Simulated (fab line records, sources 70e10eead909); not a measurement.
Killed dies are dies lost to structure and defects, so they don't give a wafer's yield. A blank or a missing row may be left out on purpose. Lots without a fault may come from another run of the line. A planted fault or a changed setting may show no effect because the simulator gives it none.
Chamber matching | flow nand_harc | NHARC_A_WL_FILL_ALD_19 on ald_metal-02: 4 sister chambers
The step deposits TiN, target thk 2 nm, pulse time 3 s, ald cycles 100. 4 wafers are shown with their chamber, then 9 later ones without.

WAFERS WITH THEIR CHAMBER
wafer  | chamber | heater_power_w (W)
L080.2 | 1       | 1193
L089.1 | 3       | 916
L089.5 | 2       | 1087
L089.6 | 0       | 1050

WAFERS WITHOUT THEIR CHAMBER
wafer  | heater_power_w (W)
L092.1 | 877
L092.3 | 1095
L092.5 | 1238
L094.1 | 1064
L094.2 | 1241
L094.3 | 1070
L096.2 | 905
L096.4 | 1289
L096.6 | 1236

WHICH CHAMBER EACH WENT THROUGH
wafer  | from the rows above     | in truth
L092.1 | 3                       | 3
L092.3 | can't be placed: 2 or 0 | 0
L092.5 | 1                       | 1
L094.1 | can't be placed: 0 or 2 | 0
L094.2 | 1                       | 1
L094.3 | can't be placed: 2 or 0 | 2
L096.2 | 3                       | 3
L096.4 | 1                       | 1
L096.6 | 1                       | 1
Placed correctly: 6 of 9. Can't be placed from these rows: 3 (the true chamber is among the candidates in 3). Placed wrongly: 0.
How it was worked out, from the rows above alone: a wafer's distance from a chamber is the root of the sum, over the readings, of the square of ((its reading less the chamber's mean) divided by the reading's scatter). The wafer belongs to the nearest chamber; if the next one is less than 2 further off, it can't be placed. A chamber's mean is the mean of its shown wafers. The scatter: with one shown wafer a chamber, the root of the mean of the squares of how far each hidden wafer lies from its nearest shown one.
